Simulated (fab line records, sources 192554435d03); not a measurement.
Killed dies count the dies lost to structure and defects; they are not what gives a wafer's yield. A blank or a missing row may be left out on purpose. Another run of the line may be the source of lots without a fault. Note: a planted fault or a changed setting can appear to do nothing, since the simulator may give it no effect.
fab line records	flow n5Finfet	part 1 of 2: steps 1 to 4 of 6
record: lots: 22	wafers: 66	lastDay: 18
route steps=1938 shown BEOL_M9@1405
lots that met no fault: from a run of the same line without faults
startH: hours from the record's opening day to when the first of the lot's shown wafers began	waitH: time in hours since the lot's previous step	" unchanged from the row above	L1.1+2: one row covering several wafers at once	- either no value or no given start	* or withheld: withheld	< > ~ a bound
route shown NAME@n: a module of which the file shows steps, and the number in the route of the first	usual: mean/standard deviation of fault-free wafers	same: alike in all rows	chamber/n: place in a boat	sites: per-site readings	_std_site: the values' standard deviation	_edge_site: inner sites' mean taken away from outer sites' mean	radiusMm: for every site, how far away it sits from the centre of the wafer	mask NAME#n: copy n	behind: the most recent tool/chamber to have shaped the wafer	hold: the reason the lot was held/the length of the hold in hours/how it ended	device: names the non-switching transistor (n, p or np)	end of line: tests of these same wafers at the route's end	step lacking rows: just its recipe	killed: count of dies lost to structure and defects at first sort (not the wafer's yield)	map: the dies of a wafer, with x for killed, . for not killed, _ for no die there
set.NAME: the setting as run; set.NAME@STEP: as run at that earlier step	model.NAME: the simulator's own value behind a step, which no gauge read
steps of the route over a sample of lots; a table a step, a row a wafer
services: the hour from which a tool's chamber was out of use, counted from the record's first day as startH (under 0 if before that day), plus the number of hours and why
== steps ==
step: N5_BEOL_M9_HM_DEP_02
recipe: material: TiN	targetThkA: 200	tempC: 25	chamberPressurePa: 0.49996
usual: throttleValvePct: 29.6/1.1
lot.wafer	tool	chamber	startH	waitH	throttleValvePct
L074.1	pvdSputter-03	-	206.53	1.0	27.5
L074.3	"	-	"	"	30.2
L074.4	"	-	"	"	31.1
L075.1	pvdSputter-01	-	214.85	0.8	30.3
L075.4	"	-	"	"	29.9
L075.6	"	-	"	"	29.0
L077.3	pvdSputter-02	-	223.73	0.6	29.7
L077.5	"	-	"	"	29.9
L077.6	"	-	"	"	28.9
L076.4	pvdSputter-03	-	239.65	0.5	31.1
L076.5	"	-	"	"	30.1
L076.6	"	-	"	"	27.3
L078.1	pvdSputter-02	-	248.70	0.6	28.9
L078.2	"	-	"	"	29.9
L078.3	"	-	"	"	29.8
L079.2	pvdSputter-01	-	258.94	0.9	30.5
L079.4	"	-	"	"	29.1
L079.5	"	-	"	"	28.5
L080.1	pvdSputter-01	-	269.80	0.2	30.3
L080.4	"	-	"	"	30.1
L080.5	"	-	"	"	28.9
L081.1	pvdSputter-03	-	274.91	0.2	30.1
L081.2	"	-	"	"	27.4
L081.6	"	-	"	"	29.0
L084.1	pvdSputter-03	-	285.52	3.6	27.3
L084.2	"	-	"	"	29.4
L084.5	"	-	"	"	29.6
L083.3	pvdSputter-01	-	285.80	3.6	29.3
L083.5	"	-	"	"	29.0
L083.6	"	-	"	"	30.0
L085.2	pvdSputter-03	-	289.57	0.1	27.5
L085.4	"	-	"	"	30.4
L085.6	"	-	"	"	30.2
L086.3	pvdSputter-03	-	289.87	0.0	27.2
L086.4	"	-	"	"	30.3
L086.6	"	-	"	"	29.5
L087.2	pvdSputter-02	-	301.91	0.9	29.2
L087.4	"	-	"	"	31.7
L087.6	"	-	"	"	29.5
L090.2	pvdSputter-01	-	306.23	1.1	30.0
L090.3	"	-	"	"	29.0
L090.5	"	-	"	"	29.0
L089.1	pvdSputter-01	-	315.40	1.7	29.0
L089.3	"	-	"	"	30.3
L089.6	"	-	"	"	29.0
L091.3	pvdSputter-01	-	324.57	0.9	28.9
L091.4	"	-	"	"	28.9
L091.6	"	-	"	"	30.3
L092.2	pvdSputter-02	-	327.89	3.1	31.6
L092.3	"	-	"	"	29.1
L092.5	"	-	"	"	29.0
L093.2	pvdSputter-03	-	338.12	3.4	30.1
L093.5	"	-	"	"	30.4
L093.6	"	-	"	"	27.7
L094.2	pvdSputter-01	-	341.90	0.5	28.9
L094.4	"	-	"	"	30.6
L094.5	"	-	"	"	29.1
L095.1	pvdSputter-03	-	353.37	0.3	27.6
L095.2	"	-	"	"	30.2
L095.3	"	-	"	"	29.4
L096.3	pvdSputter-01	-	357.49	0.0	28.9
L096.5	"	-	"	"	29.0
L096.6	"	-	"	"	29.0
L097.1	pvdSputter-02	-	362.49	3.6	30.0
L097.3	"	-	"	"	28.8
L097.4	"	-	"	"	30.1
step: N5_BEOL_M9_DESCUM_16
recipe: chemistry: O2	timeS: 7.9	sourcePowerW: 50	biasPowerW: 20	pressureMtorr: 20	rfFrequencyHz: 2.712e+07	tempC: 40	resist: CAR-ArF	o2FlowSccm: 225
usual: drypumpMotorCurrentA: 5.8/0.52	oesProductAu: 0.81/0.1	rfVppV: 243.6/1.3	showerheadPlenumPTorr: 2.12/0.058	throttleValvePct: 20.34/0.27
same: timeS: 7.9
lot.wafer	tool	chamber	startH	waitH	drypumpMotorCurrentA	oesProductAu	rfHoursCounterH	rfVppV	showerheadPlenumPTorr	throttleValvePct
L074.1	rieDiel-05	0	207.31	0.2	6.6	0.75	161	241.3	2.03	20.23
L074.3	"	3	"	"	5.9	0.70	177	244.3	2.15	20.63
L074.4	"	0	"	"	6.6	0.75	-	242.1	2.03	20.22
L075.1	rieDiel-02	0	215.68	0.4	5.2	0.69	240	243.7	2.11	20.16
L075.4	"	3	"	"	6.3	0.67	-	242.9	2.18	20.59
L075.6	"	0	"	"	5.2	0.69	-	244.0	2.11	20.18
L077.3	rieDiel-02	0	224.33	0.2	5.2	0.69	243	245.4	2.11	20.17
L077.5	"	3	"	"	6.2	0.67	-	243.3	2.17	20.59
L077.6	"	1	"	"	6.3	0.81	-	245.0	2.13	20.17
L076.4	rieDiel-05	2	240.24	0.0	6.6	0.73	175	243.1	2.11	20.65
L076.5	"	0	"	"	6.6	0.74	-	239.6	2.02	20.23
L076.6	"	1	"	"	5.3	0.98	-	244.2	2.14	20.34
L078.1	rieDiel-02	3	249.16	0.0	6.2	0.66	245	243.8	2.17	20.61
L078.2	"	2	"	"	5.9	0.94	3	244.9	2.24	20.06
L078.3	"	1	"	"	6.3	0.82	85	244.4	2.13	20.15
L079.2	rieDiel-03	0	259.52	0.0	5.9	0.90	39	242.7	2.02	20.32
L079.4	"	1	"	"	5.3	0.72	204	243.3	2.08	20.95
L079.5	"	3	"	"	4.8	0.71	-	244.1	2.17	20.54
L080.1	rieDiel-03	1	270.39	0.0	5.3	0.72	207	242.6	2.08	20.94
L080.4	"	2	"	"	6.0	0.94	31	243.7	2.12	20.30
L080.5	"	1	"	"	5.3	0.71	-	241.3	2.08	20.96
L081.1	rieDiel-02	1	275.46	0.1	6.3	0.79	95	243.2	2.13	20.18
L081.2	"	3	"	"	6.2	0.66	255	243.7	2.17	20.63
L081.6	"	2	"	"	5.9	0.89	-	244.1	2.23	20.07
L084.1	rieDiel-02	2	286.10	0.0	5.9	0.90	17	245.0	2.23	20.08
L084.2	"	1	"	"	6.3	0.80	99	243.2	2.13	20.19
L084.5	"	3	"	"	6.2	0.66	-	244.7	2.17	20.63
L083.3	rieDiel-03	3	286.38	0.0	4.8	0.71	206	244.8	2.17	20.55
L083.5	"	2	"	"	6.0	0.92	-	244.1	2.11	20.31
L083.6	"	1	"	"	5.3	0.72	-	244.0	2.08	20.97
L085.2	rieDiel-02	0	290.33	0.2	5.2	1.00	-	243.3	2.11	19.98
L085.4	"	0	"	"	5.2	0.99	-	244.6	2.11	19.99
L085.6	"	0	"	"	5.2	1.00	-	244.2	2.11	20.00
L086.3	rieDiel-03	0	290.63	0.2	5.9	0.89	46	242.4	2.02	20.32
L086.4	"	1	"	"	5.4	0.71	212	244.3	2.08	20.96
L086.6	"	0	"	"	5.9	0.89	-	242.2	2.02	20.33
L087.2	rieDiel-03	0	302.46	0.1	5.9	0.88	50	244.2	2.02	20.33
L087.4	"	3	"	"	4.8	0.71	-	244.3	2.17	20.56
L087.6	"	0	"	"	5.9	0.88	-	241.9	2.02	20.33
L090.2	rieDiel-02	0	306.90	0.1	5.2	0.95	9	243.5	2.10	20.00
L090.3	"	2	"	"	5.9	0.88	23	245.8	2.23	20.08
L090.5	"	1	"	"	6.3	0.78	-	243.9	2.12	20.21
L089.1	rieDiel-03	3	315.98	0.0	4.8	0.70	215	244.8	2.16	20.57
L089.3	"	2	"	"	6.0	0.90	45	243.3	2.11	20.33
L089.6	"	1	"	"	5.3	0.71	-	243.6	2.08	20.98
L091.3	rieDiel-02	2	325.15	0.0	5.9	0.87	29	242.2	2.23	20.08
L091.4	"	3	"	"	6.3	0.97	3	241.7	2.17	20.13
L091.6	"	2	"	"	5.9	0.86	-	246.2	2.23	20.09
L092.2	rieDiel-02	2	328.68	0.2	5.9	0.86	30	245.2	2.23	20.09
L092.3	"	0	"	"	5.2	0.92	16	244.0	2.10	20.02
L092.5	"	2	"	"	5.9	0.86	-	246.3	2.23	20.09
L093.2	rieDiel-02	3	338.58	0.0	6.3	0.96	7	241.9	2.16	20.14
L093.5	"	0	"	"	5.2	0.92	-	244.8	2.10	20.01
L093.6	"	1	"	"	6.3	0.78	-	243.5	2.12	20.20
L094.2	rieDiel-05	1	342.50	0.0	5.3	0.90	35	243.8	2.13	20.37
L094.4	"	2	"	"	6.6	0.72	204	242.4	2.10	20.65
L094.5	"	1	"	"	5.3	0.90	-	244.3	2.13	20.37
L095.1	rieDiel-02	1	353.97	0.0	6.3	0.78	119	243.1	2.12	20.22
L095.2	"	2	"	"	5.9	0.85	39	246.2	2.22	20.11
L095.3	"	0	"	"	5.2	0.91	26	243.6	2.10	20.01
L096.3	rieDiel-05	1	358.08	0.0	5.3	0.89	42	244.0	2.13	20.37
L096.5	"	2	"	"	6.6	0.72	-	242.8	2.10	20.70
L096.6	"	3	"	"	5.8	0.68	-	243.6	2.13	20.70
L097.1	rieDiel-02	2	363.03	0.1	5.9	0.86	41	246.3	2.22	20.09
L097.3	"	3	"	"	6.2	0.93	15	242.7	2.16	20.16
L097.4	"	1	"	"	6.3	0.77	122	242.4	2.12	20.23
step: N5_BEOL_M9_DESCUM_33
recipe: chemistry: O2	timeS: 7	sourcePowerW: 50	biasPowerW: 20	pressureMtorr: 20	rfFrequencyHz: 2.712e+07	tempC: 40	resist: CAR-EUV	o2FlowSccm: 225
usual: drypumpMotorCurrentA: 5.8/0.53	oesProductAu: 0.81/0.1	rfVppV: 243.7/1.2	showerheadPlenumPTorr: 2.12/0.058	throttleValvePct: 20.38/0.27
same: timeS: 7
lot.wafer	tool	chamber	startH	waitH	drypumpMotorCurrentA	oesProductAu	rfHoursCounterH	rfVppV	showerheadPlenumPTorr	throttleValvePct
L074.1	rieDiel-02	3	208.31	0.0	6.2	0.67	233	245.6	2.18	20.59
L074.3	"	1	"	"	6.3	0.82	73	244.0	2.14	20.14
L074.4	"	0	"	"	5.2	0.70	237	243.4	2.11	20.17
L075.1	rieDiel-03	1	219.32	0.1	5.3	0.73	191	242.9	2.09	20.93
L075.4	"	2	"	"	6.0	0.96	15	244.1	2.12	20.29
L075.6	"	1	"	"	5.4	0.73	-	242.7	2.09	20.93
L077.3	rieDiel-02	0	225.71	0.0	5.2	0.69	243	244.0	2.11	20.17
L077.5	"	0	"	"	5.2	0.69	-	244.4	2.11	20.17
L077.6	"	3	"	"	6.2	0.66	-	244.6	2.18	20.59
L076.4	rieDiel-03	2	244.58	0.0	6.0	0.94	23	244.1	2.12	20.29
L076.5	"	2	"	"	6.0	0.94	-	244.4	2.12	20.28
L076.6	"	3	"	"	4.8	0.72	-	244.1	2.17	20.54
L078.1	rieDiel-05	2	251.75	0.0	6.6	0.74	177	245.3	2.11	20.64
L078.2	"	3	"	"	5.8	0.69	190	244.8	2.14	20.64
L078.3	"	1	"	"	5.3	0.97	9	244.2	2.14	20.34
L079.2	rieDiel-02	1	260.89	0.0	6.3	0.81	89	243.7	2.13	20.16
L079.4	"	2	"	"	5.9	0.91	-	245.9	2.24	20.06
L079.5	"	3	"	"	6.3	0.66	-	243.9	2.17	20.59
L080.1	rieDiel-03	3	274.21	0.3	4.8	0.71	203	245.3	2.17	20.56
L080.4	"	1	"	"	5.4	0.72	208	243.3	2.08	20.95
L080.5	"	2	"	"	6.0	0.93	-	245.1	2.12	20.30
L081.1	rieDiel-02	3	277.05	0.0	6.2	0.66	256	243.2	2.17	20.62
L081.2	"	2	"	"	5.9	0.91	14	244.3	2.23	20.07
L081.6	"	3	"	"	6.3	0.66	-	244.2	2.17	20.63
L084.1	rieDiel-03	3	287.66	0.0	4.8	0.71	207	245.3	2.17	20.56
L084.2	"	2	"	"	6.0	0.92	36	244.5	2.11	20.31
L084.5	"	2	"	"	6.0	0.92	-	244.3	2.11	20.30
L083.3	rieDiel-02	1	287.82	0.0	6.3	0.80	99	243.7	2.13	20.20
L083.5	"	2	"	"	5.9	0.89	-	245.1	2.23	20.09
L083.6	"	0	"	"	5.2	1.01	-	243.7	2.11	20.00
L086.3	rieDiel-05	2	292.06	0.2	6.6	0.73	189	243.8	2.10	20.65
L086.4	"	0	"	"	6.6	0.73	186	242.6	2.02	20.27
L086.6	"	0	"	"	6.6	0.74	-	242.2	2.02	20.25
L085.2	rieDiel-03	3	292.57	0.0	4.8	0.71	208	244.5	2.17	20.55
L085.4	"	0	"	"	5.9	0.90	47	243.5	2.02	20.33
L085.6	"	3	"	"	4.8	0.71	-	243.9	2.17	20.55
L087.2	rieDiel-05	0	305.77	0.0	6.6	0.73	189	240.2	2.02	20.26
L087.4	"	2	"	"	6.6	0.74	193	242.5	2.10	20.67
L087.6	"	3	"	"	5.9	0.68	-	245.8	2.14	20.66
L090.2	rieDiel-02	1	309.86	0.3	6.3	0.78	105	243.0	2.12	20.18
L090.3	"	2	"	"	5.9	0.88	24	244.5	2.23	20.07
L090.5	"	0	"	"	5.2	0.95	-	243.0	2.10	20.01
L089.1	rieDiel-02	1	318.01	0.0	6.3	0.79	108	243.9	2.12	20.19
L089.3	"	0	"	"	5.2	0.93	13	244.2	2.10	20.01
L089.6	"	1	"	"	6.3	0.79	-	244.2	2.12	20.21
L091.3	rieDiel-02	2	328.26	0.0	5.9	0.88	30	246.3	2.23	20.09
L091.4	"	0	"	"	5.2	0.94	16	245.0	2.10	20.02
L091.6	"	0	"	"	5.2	0.93	-	243.8	2.10	20.00
L092.2	rieDiel-05	2	330.17	0.1	6.6	0.72	200	242.3	2.10	20.68
L092.3	"	0	"	"	6.6	0.72	196	242.1	2.01	20.27
L092.5	"	2	"	"	6.6	0.72	-	243.7	2.10	20.66
L093.2	rieDiel-03	1	339.57	0.0	5.3	0.70	225	243.3	2.08	20.99
L093.5	"	2	"	"	6.0	0.89	-	243.9	2.11	20.32
L093.6	"	3	"	"	4.9	0.69	-	243.8	2.16	20.58
L094.2	rieDiel-02	3	343.79	0.0	6.2	0.95	9	244.2	2.16	20.14
L094.4	"	2	"	"	5.9	0.86	36	243.6	2.22	20.10
L094.5	"	3	"	"	6.2	0.95	-	242.1	2.16	20.15
L095.1	rieDiel-05	3	355.19	0.0	5.8	0.67	220	243.5	2.13	20.67
L095.2	"	0	"	"	6.6	0.72	205	241.3	2.01	20.28
L095.3	"	1	"	"	5.3	0.90	40	242.7	2.13	20.37
L096.3	rieDiel-03	2	361.74	0.0	6.0	0.88	60	243.7	2.11	20.36
L096.5	"	3	"	"	4.8	0.68	-	243.2	2.16	20.59
L096.6	"	0	"	"	6.0	0.85	-	241.9	2.01	20.36
L097.1	rieDiel-02	0	364.95	0.0	5.2	0.91	29	243.6	2.10	20.02
L097.3	"	3	"	"	6.2	0.94	15	243.0	2.16	20.14
L097.4	"	2	"	"	5.9	0.86	41	245.2	2.22	20.10
step: N5_BEOL_M9_ETCH_65
recipe: chemistry: CF4	target: SiARC	targetDepthA: 156	maskMaterial: CAR-EUV	timeS: 26	ionEnergyEv: 80	pressureMtorr: 40	sourceW: 545	biasW: 36	Ar_flow_sccm: 100	cf4FlowSccm: 100	ends: cleared
usual: drypumpMotorCurrentA: 5.8/0.53	etchRfOnTimeS: 26.2/0.82	oesProductAu: 0.68/0.085	rfVppV: 184.4/1.1	showerheadPlenumPTorr: 2.17/0.057	throttleValvePct: 15.56/0.25
lot.wafer	tool	chamber	startH	waitH	drypumpMotorCurrentA	etchRfOnTimeS	oesProductAu	rfHoursCounterH	rfVppV	showerheadPlenumPTorr	throttleValvePct
L074.1	rieDiel-02	3	208.36	0.0	6.2	26.4	0.58	233	186.0	2.20	15.66
L074.3	"	1	"	"	6.3	26.1	0.69	73	183.6	2.18	15.29
L074.4	"	0	"	"	5.2	26.9	0.59	237	183.4	2.20	15.76
L075.1	rieDiel-03	1	219.37	0.0	5.4	24.4	0.63	191	184.3	2.14	16.03
L075.4	"	2	"	"	6.0	26.2	0.81	15	183.6	2.20	15.56
L075.6	"	1	"	"	5.3	24.3	0.64	-	185.1	2.14	16.02
L077.3	rieDiel-02	0	225.76	0.0	5.2	26.5	0.59	243	186.6	2.20	15.77
L077.5	"	0	"	"	5.2	26.7	0.59	-	183.1	2.20	15.76
L077.6	"	3	"	"	6.2	26.1	0.58	-	184.6	2.20	15.69
L076.4	rieDiel-03	2	244.63	0.0	6.0	26.2	0.79	23	185.3	2.19	15.55
L076.5	"	2	"	"	6.0	26.0	0.80	-	184.1	2.19	15.57
L076.6	"	3	"	"	4.8	26.3	0.61	-	184.6	2.22	15.69
L078.1	rieDiel-05	2	251.80	0.0	6.7	26.3	0.63	177	183.4	2.12	15.56
L078.2	"	3	"	"	5.8	26.3	0.59	190	185.4	2.20	15.89
L078.3	"	1	"	"	5.3	25.6	0.80	9	184.6	2.18	15.38
L079.2	rieDiel-02	1	260.94	0.0	6.3	25.9	0.68	89	184.9	2.17	15.31
L079.4	"	2	"	"	5.9	27.2	0.78	-	186.0	2.29	15.18
L079.5	"	3	"	"	6.2	26.5	0.57	-	184.6	2.20	15.71
L080.1	rieDiel-03	3	274.26	0.0	4.9	26.3	0.60	203	184.3	2.22	15.72
L080.4	"	1	"	"	5.4	24.3	0.63	208	183.4	2.13	16.06
L080.5	"	2	"	"	6.0	25.8	0.78	-	184.7	2.19	15.58
L081.1	rieDiel-02	3	277.10	0.0	6.2	26.5	0.57	256	185.1	2.19	15.69
L081.2	"	2	"	"	5.9	27.6	0.75	14	185.8	2.28	15.20
L081.6	"	3	"	"	6.2	26.5	0.57	-	184.8	2.19	15.73
L084.1	rieDiel-03	3	287.71	0.0	4.9	25.9	0.61	207	184.8	2.21	15.74
L084.2	"	2	"	"	5.9	26.0	0.78	36	184.8	2.19	15.60
L084.5	"	2	"	"	5.9	26.2	0.78	-	184.4	2.19	15.60
L083.3	rieDiel-02	1	287.87	0.0	6.3	26.2	0.66	99	184.7	2.17	15.36
L083.5	"	2	"	"	5.9	27.3	0.74	-	185.9	2.28	15.18
L083.6	"	0	"	"	5.2	25.6	0.86	-	184.5	2.19	15.35
L086.3	rieDiel-05	2	292.11	0.0	6.6	27.0	0.61	189	183.4	2.12	15.60
L086.4	"	0	"	"	6.6	27.3	0.61	186	183.4	2.06	15.43
L086.6	"	0	"	"	6.6	27.3	0.61	-	184.4	2.06	15.42
L085.2	rieDiel-03	3	292.63	0.0	4.8	26.2	0.61	208	185.8	2.21	15.73
L085.4	"	0	"	"	5.9	25.3	0.76	47	182.4	2.09	15.65
L085.6	"	3	"	"	4.8	26.1	0.61	-	184.5	2.21	15.73
L087.2	rieDiel-05	0	305.82	0.0	6.6	27.2	0.61	189	183.2	2.06	15.42
L087.4	"	2	"	"	6.6	26.3	0.62	193	183.4	2.12	15.61
L087.6	"	3	"	"	5.9	27.0	0.58	-	184.7	2.20	15.92
L090.2	rieDiel-02	1	309.91	0.0	6.3	26.0	0.66	105	184.1	2.17	15.35
L090.3	"	2	"	"	5.9	27.0	0.73	24	185.1	2.28	15.21
L090.5	"	0	"	"	5.2	25.9	0.80	-	185.3	2.19	15.36
L089.1	rieDiel-02	1	318.06	0.0	6.3	26.3	0.66	108	183.4	2.16	15.37
L089.3	"	0	"	"	5.2	25.8	0.79	13	185.5	2.19	15.38
L089.6	"	1	"	"	6.3	26.2	0.66	-	183.5	2.16	15.34
L091.3	rieDiel-02	2	328.31	0.0	5.9	27.6	0.73	30	184.4	2.28	15.22
L091.4	"	0	"	"	5.2	26.5	0.77	16	185.9	2.19	15.37
L091.6	"	0	"	"	5.2	26.2	0.79	-	184.9	2.19	15.36
L092.2	rieDiel-05	2	330.22	0.0	6.6	26.9	0.61	200	184.7	2.11	15.62
L092.3	"	0	"	"	6.6	27.3	0.60	196	183.6	2.06	15.42
L092.5	"	2	"	"	6.6	26.7	0.61	-	183.7	2.11	15.62
L093.2	rieDiel-03	1	339.62	0.0	5.4	24.5	0.62	225	183.3	2.13	16.09
L093.5	"	2	"	"	6.0	26.5	0.74	-	185.9	2.18	15.63
L093.6	"	3	"	"	4.9	26.8	0.59	-	186.8	2.21	15.75
L094.2	rieDiel-02	3	343.84	0.0	6.2	26.0	0.82	9	184.0	2.19	15.20
L094.4	"	2	"	"	5.9	27.6	0.72	36	185.6	2.28	15.24
L094.5	"	3	"	"	6.2	26.1	0.82	-	185.2	2.19	15.18
L095.1	rieDiel-05	3	355.24	0.0	5.8	27.0	0.57	220	184.4	2.19	15.95
L095.2	"	0	"	"	6.6	27.4	0.60	205	181.1	2.05	15.45
L095.3	"	1	"	"	5.3	26.0	0.75	40	185.5	2.17	15.45
L096.3	rieDiel-03	2	361.79	0.0	6.0	26.4	0.73	60	185.1	2.18	15.64
L096.5	"	3	"	"	4.8	26.6	0.59	-	185.3	2.21	15.79
L096.6	"	0	"	"	6.0	25.5	0.73	-	183.9	2.08	15.69
L097.1	rieDiel-02	0	365.00	0.0	5.2	25.6	0.78	29	186.5	2.18	15.40
L097.3	"	3	"	"	6.3	25.7	0.80	15	184.5	2.19	15.19
L097.4	"	2	"	"	5.9	26.8	0.72	41	187.1	2.27	15.25
